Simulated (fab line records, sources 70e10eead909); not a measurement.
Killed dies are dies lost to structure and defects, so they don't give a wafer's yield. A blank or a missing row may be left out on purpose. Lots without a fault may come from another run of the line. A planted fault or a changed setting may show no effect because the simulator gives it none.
Which tool did it? | flow nand_harc | 24 lots, 72 wafers sampled, at 4 steps of a route of 1159

WHAT THE GAUGES READ, wafer by wafer
NHARC_P_M1_INSPECT_11. Usual: raw_defect_count 4.0, standard deviation 2.5.
lot  | measured     | on                | raw_defect_count | flag
L074 | day 5 16:01  | defect_inspect-01 | 2 1 5            |
L075 | day 6 10:15  | defect_inspect-02 | 4 6 2            |
L076 | day 6 10:47  | defect_inspect-02 | 6 6 2            |
L077 | day 6 11:56  | defect_inspect-02 | 2 2 4            |
L078 | day 7 08:45  | defect_inspect-02 | 4 8 11           |
L079 | day 7 10:29  | defect_inspect-02 | 5 4 3            |
L080 | day 7 20:16  | defect_inspect-01 | 2 3 4            |
L081 | day 8 01:12  | defect_inspect-01 | 4 6 3            |
L082 | day 8 07:37  | defect_inspect-02 | 5 6 8            |
L083 | day 8 07:59  | defect_inspect-01 | 2 3 2            |
L084 | day 8 12:17  | defect_inspect-02 | 6 3 4            |
L087 | day 9 03:14  | defect_inspect-01 | 1 1 4            |
L085 | day 9 03:56  | defect_inspect-01 | 2 0 3            |
L088 | day 9 07:49  | defect_inspect-01 | 2 7 4            |
L086 | day 9 15:14  | defect_inspect-01 | 4 4 10           |
L090 | day 10 02:28 | defect_inspect-01 | 10 9 10          |
L089 | day 10 03:09 | defect_inspect-02 | 5 1 3            |
L091 | day 10 10:08 | defect_inspect-02 | 12 1 4           |
L092 | day 10 11:13 | defect_inspect-01 | 6 0 1            |
L093 | day 10 11:42 | defect_inspect-02 | 2 4 2            |
L094 | day 10 23:32 | defect_inspect-02 | 0 3 5            |
L095 | day 11 01:41 | defect_inspect-02 | 9 2 3            |
L097 | day 11 09:41 | defect_inspect-01 | 3 3 2            |
L096 | day 11 09:59 | defect_inspect-02 | 2 5 9            |

WHICH TOOL RAN EACH LOT (tool, then ch and the chambers of the sampled wafers, then the start)
lot  | NHARC_P_CONTACT_STRIP_28           | NHARC_P_M0_PRE_CLEAN_29                 | NHARC_P_M0_CMP_23
L074 | rie_diel-06 ch 1,2, day 5 08:38    | pvd_sputter-01, day 5 14:02 or earlier  | cmp-03 ch 2,3, day 5 14:02
L075 | rie_diel-06 ch 1,2, day 5 21:24    | pvd_sputter-01, day 6 08:17 or earlier  | cmp-03 ch 2,3, day 6 08:17
L076 | rie_diel-06 ch 0,1, day 5 22:05    | pvd_sputter-02, day 6 08:55 or earlier  | cmp-03 ch 1,2, day 6 08:55
L077 | rie_diel-09 ch 0,2, day 6 04:37    | pvd_sputter-01, day 6 09:56 or earlier  | cmp-03 ch 0,3, day 6 09:56
L078 | rie_diel-05 ch 0,1,2, day 7 00:57  | pvd_sputter-03, day 7 06:36 or earlier  | cmp-02 ch 1,2,3, day 7 06:36
L079 | rie_diel-06 ch 1,2,3, day 7 03:20  | pvd_sputter-02, day 7 08:29 or earlier  | cmp-01 ch 0,1,3, day 7 08:29
L080 | rie_diel-09 ch 0,3, day 7 11:59    | pvd_sputter-03, day 7 18:23 or earlier  | cmp-03 ch 0,3, day 7 18:23
L081 | rie_diel-06 ch 1,2,3, day 7 14:16  | pvd_sputter-03, day 7 23:14 or earlier  | cmp-01 ch 2,3, day 7 23:14
L082 | rie_diel-09 ch 0,2,3, day 7 18:38  | pvd_sputter-03, day 8 05:37 or earlier  | cmp-01 ch 1,2,3, day 8 05:37
L083 | rie_diel-09 ch 0,2, day 7 18:53    | pvd_sputter-02, day 8 06:01 or earlier  | cmp-02 ch 0,1, day 8 06:01
L084 | rie_diel-05 ch 1,2,3, day 8 04:49  | pvd_sputter-01, day 8 10:24 or earlier  | cmp-01 ch 0,2,3, day 8 10:24
L087 | rie_diel-05 ch 1,2,3, day 8 20:06  | pvd_sputter-02, day 9 01:25 or earlier  | cmp-01 ch 1,2,3, day 9 01:25
L085 | rie_diel-05 ch 0,2, day 8 20:26    | pvd_sputter-01, day 9 01:57 or earlier  | cmp-02 ch 0,3, day 9 01:57
L088 | rie_diel-09 ch 1,2,3, day 8 20:49  | pvd_sputter-03, day 9 05:23 or earlier  | cmp-03 ch 0,1,3, day 9 05:23
L086 | rie_diel-06 ch 0,1,2, day 9 02:25  | pvd_sputter-01, day 9 13:22 or earlier  | cmp-02 ch 1,2, day 9 13:22
L090 | rie_diel-09 ch 1,2,3, day 9 14:38  | pvd_sputter-01, day 10 00:29 or earlier | cmp-01 ch 0,1, day 10 00:29
L089 | rie_diel-09 ch 0,1, day 9 16:52    | pvd_sputter-01, day 10 01:07 or earlier | cmp-02 ch 0,1, day 10 01:07
L091 | rie_diel-06 ch 0,2,3, day 9 22:51  | pvd_sputter-03, day 10 08:10 or earlier | cmp-03 ch 0,1,3, day 10 08:10
L092 | rie_diel-06 ch 0,1,3, day 10 01:48 | pvd_sputter-01, day 10 09:14 or earlier | cmp-02 ch 0,2,3, day 10 09:14
L093 | rie_diel-09 ch 1,3, day 10 02:40   | pvd_sputter-01, day 10 09:41 or earlier | cmp-03 ch 2,3, day 10 09:41
L094 | rie_diel-06 ch 0,1,3, day 10 14:46 | pvd_sputter-03, day 10 21:33 or earlier | cmp-03 ch 1,2,3, day 10 21:33
L095 | rie_diel-05 ch 0,3, day 10 18:28   | pvd_sputter-03, day 10 23:43 or earlier | cmp-03 ch 0,1, day 10 23:43
L097 | rie_diel-09 ch 0,1,3, day 11 01:29 | pvd_sputter-02, day 11 07:43 or earlier | cmp-02 ch 1,2,3, day 11 07:43
L096 | rie_diel-09 ch 1,2, day 11 02:14   | pvd_sputter-01, day 11 08:01 or earlier | cmp-03 ch 1,2, day 11 08:01
- NHARC_P_CONTACT_STRIP_28: strips in O2.
- NHARC_P_M0_PRE_CLEAN_29: time 30 s.
- NHARC_P_M0_CMP_23: polishes, t overpolish 20 s, target thk 117.53 nm.

WHAT THE TOOLS THEMSELVES READ (means of the sampled wafers that have a number; where no wafer has one, the mark that the record gives instead)
NHARC_P_CONTACT_STRIP_28. Usual: drypump_motor_current_A 5.8 A, standard deviation 0.46; oes_product_au 0.998 a.u., standard deviation 0.0066; rf_vpp_V 57.7 V, standard deviation 0.91; showerhead_plenum_p_Torr 3.51 Torr, standard deviation 0.14; throttle_valve_pct 17.036 %, standard deviation 0.0095.
lot  | tool        | drypump_motor_current_A (A) | oes_product_au (a.u.) | rf_vpp_V (V) | showerhead_plenum_p_Torr (Torr) | throttle_valve_pct (%) | flag
L074 | rie_diel-06 | 5.5                         | 0.997                 | 57.5         | 3.62                            | 17.032                 |
L075 | rie_diel-06 | 5.7                         | 1.002                 | 58.3         | 3.58                            | 17.036                 |
L076 | rie_diel-06 | 5.7                         | 1.004                 | 57.5         | 3.41                            | 17.039                 |
L077 | rie_diel-09 | 5.6                         | 1.001                 | 57.6         | 3.42                            | 17.031                 |
L078 | rie_diel-05 | 5.8                         | 0.999                 | 57.9         | 3.47                            | 17.032                 |
L079 | rie_diel-06 | 5.8                         | 0.994                 | 57.6         | 3.53                            | 17.034                 |
L080 | rie_diel-09 | 6.0                         | 1.001                 | 58.5         | 3.59                            | 17.037                 |
L081 | rie_diel-06 | 5.8                         | 1.000                 | 58.1         | 3.53                            | 17.033                 |
L082 | rie_diel-09 | 5.8                         | 1.003                 | 56.6         | 3.51                            | 17.034                 |
L083 | rie_diel-09 | 5.6                         | 1.004                 | 58.0         | 3.42                            | 17.031                 |
L084 | rie_diel-05 | 5.4                         | 1.005                 | 57.9         | 3.53                            | 17.039                 |
L087 | rie_diel-05 | 5.5                         | 0.995                 | 57.5         | 3.52                            | 17.049                 |
L085 | rie_diel-05 | 5.8                         | 1.000                 | 57.6         | 3.38                            | 17.041                 |
L088 | rie_diel-09 | 6.2                         | 0.994                 | 58.5         | 3.62                            | 17.029                 |
L086 | rie_diel-06 | 5.6                         | 0.999                 | 57.5         | 3.51                            | 17.040                 |
L090 | rie_diel-09 | 6.2                         | 0.997                 | 57.7         | 3.62                            | 17.042                 |
L089 | rie_diel-09 | 6.1                         | 0.996                 | 58.4         | 3.57                            | 17.038                 |
L091 | rie_diel-06 | 5.6                         | 0.993                 | 58.3         | 3.46                            | 17.038                 |
L092 | rie_diel-06 | 5.9                         | 0.999                 | 56.9         | 3.42                            | 17.033                 |
L093 | rie_diel-09 | 6.4                         | 0.994                 | 58.3         | 3.70                            | 17.038                 |
L094 | rie_diel-06 | 5.9                         | 0.993                 | 57.3         | 3.42                            | 17.043                 |
L095 | rie_diel-05 | 5.4                         | 1.003                 | 57.1         | 3.40                            | 17.034                 |
L097 | rie_diel-09 | 6.1                         | 0.996                 | 57.3         | 3.58                            | 17.046                 |
L096 | rie_diel-09 | 6.3                         | 0.989                 | 58.5         | 3.61                            | 17.044                 |

NHARC_P_M0_PRE_CLEAN_29. Usual: heater_power_w 383 W, standard deviation 35.
lot  | tool           | heater_power_w (W) | flag
L074 | pvd_sputter-01 | 359                |
L075 | pvd_sputter-01 | 331                |
L076 | pvd_sputter-02 | 358                |
L077 | pvd_sputter-01 | 369                |
L078 | pvd_sputter-03 | 408                |
L079 | pvd_sputter-02 | 399                |
L080 | pvd_sputter-03 | 399                |
L081 | pvd_sputter-03 | 413                |
L082 | pvd_sputter-03 | 416                |
L083 | pvd_sputter-02 | 352                |
L084 | pvd_sputter-01 | 378                |
L087 | pvd_sputter-02 | 355                |
L085 | pvd_sputter-01 | 361                |
L088 | pvd_sputter-03 | 410                |
L086 | pvd_sputter-01 | 338                |
L090 | pvd_sputter-01 | 362                |
L089 | pvd_sputter-01 | 383                |
L091 | pvd_sputter-03 | 420                |
L092 | pvd_sputter-01 | 372                |
L093 | pvd_sputter-01 | 344                |
L094 | pvd_sputter-03 | 395                |
L095 | pvd_sputter-03 | 406                |
L097 | pvd_sputter-02 | 402                |
L096 | pvd_sputter-01 | 372                |

NHARC_P_M0_CMP_23. Usual: motor_current_A 12.4 A, standard deviation 1.2; pad_life_wafers 310, standard deviation 160; slurry_filter_dp_kPa 13.50 kPa, standard deviation 0.13; time_to_endpoint_s 28.5 s, standard deviation 2.2.
lot  | tool   | motor_current_A (A) | pad_life_wafers | slurry_filter_dp_kPa (kPa) | time_to_endpoint_s (s) | flag
L074 | cmp-03 | 12.9                | 301             | 13.63                      | 28.7                   |
L075 | cmp-03 | 12.9                | 380             | 13.41                      | 29.1                   |
L076 | cmp-03 | 14.2                | 390             | 13.55                      | 28.0                   |
L077 | cmp-03 | 11.8                | 416             | 13.34                      | 28.2                   |
L078 | cmp-02 | 12.6                | 127             | 13.37                      | 26.7                   |
L079 | cmp-01 | 11.7                | 104             | 13.51                      | 26.3                   |
L080 | cmp-03 | 12.7                | 6               | 13.65                      | 27.2                   |
L081 | cmp-01 | 11.9                | 168             | 13.45                      | 28.3                   |
L082 | cmp-01 | 10.9                | 205             | 13.36                      | 30.4                   |
L083 | cmp-02 | 12.5                | 270             | 13.57                      | 32.1                   |
L084 | cmp-01 | 12.4                | 229             | 13.51                      | 28.2                   |
L087 | cmp-01 | 11.0                | 308             | 13.44                      | 26.3                   |
L085 | cmp-02 | 12.4                | 362             | 13.68                      | 26.7                   |
L088 | cmp-03 | 12.9                | 176             | 13.52                      | 28.7                   |
L086 | cmp-02 | 12.9                | 432             | 13.44                      | 29.1                   |
L090 | cmp-01 | 11.2                | 54              | 13.54                      | 33.4                   |
L089 | cmp-02 | 12.8                | 512             | 13.57                      | 27.5                   |
L091 | cmp-03 | 12.8                | 385             | 13.58                      | 28.4                   |
L092 | cmp-02 | 12.1                | 560             | 13.37                      | 30.9                   |
L093 | cmp-03 | 12.9                | 410             | 13.48                      | 26.1                   |
L094 | cmp-03 | 13.3                | 482             | 13.48                      | 29.4                   |
L095 | cmp-03 | 13.8                | 499             | 13.60                      | 26.2                   |
L097 | cmp-02 | 12.7                | 104             | 13.46                      | 25.6                   |
L096 | cmp-03 | 13.9                | 558             | 13.47                      | 29.9                   |

THE ANSWER, worked out from the rows above alone
Rule: a lot is off if the mean of its wafers that have a number lies more than 3 standard deviations from the usual mean. A lot without any number at a reading at which 4 lots or more have one is off too. The other lots that the step has rows for count as sound. The gauges are gone through in route order, then the tools' own readings, and for those a lot's mean is taken as printed above. The first step at which some lot is off is used, and at that step the reading that is off furthest; a lot without a number counts as furthest.
No lot is off at any reading shown: from this, nothing can be told.

WHAT THE SIMULATOR HAD PUT IN
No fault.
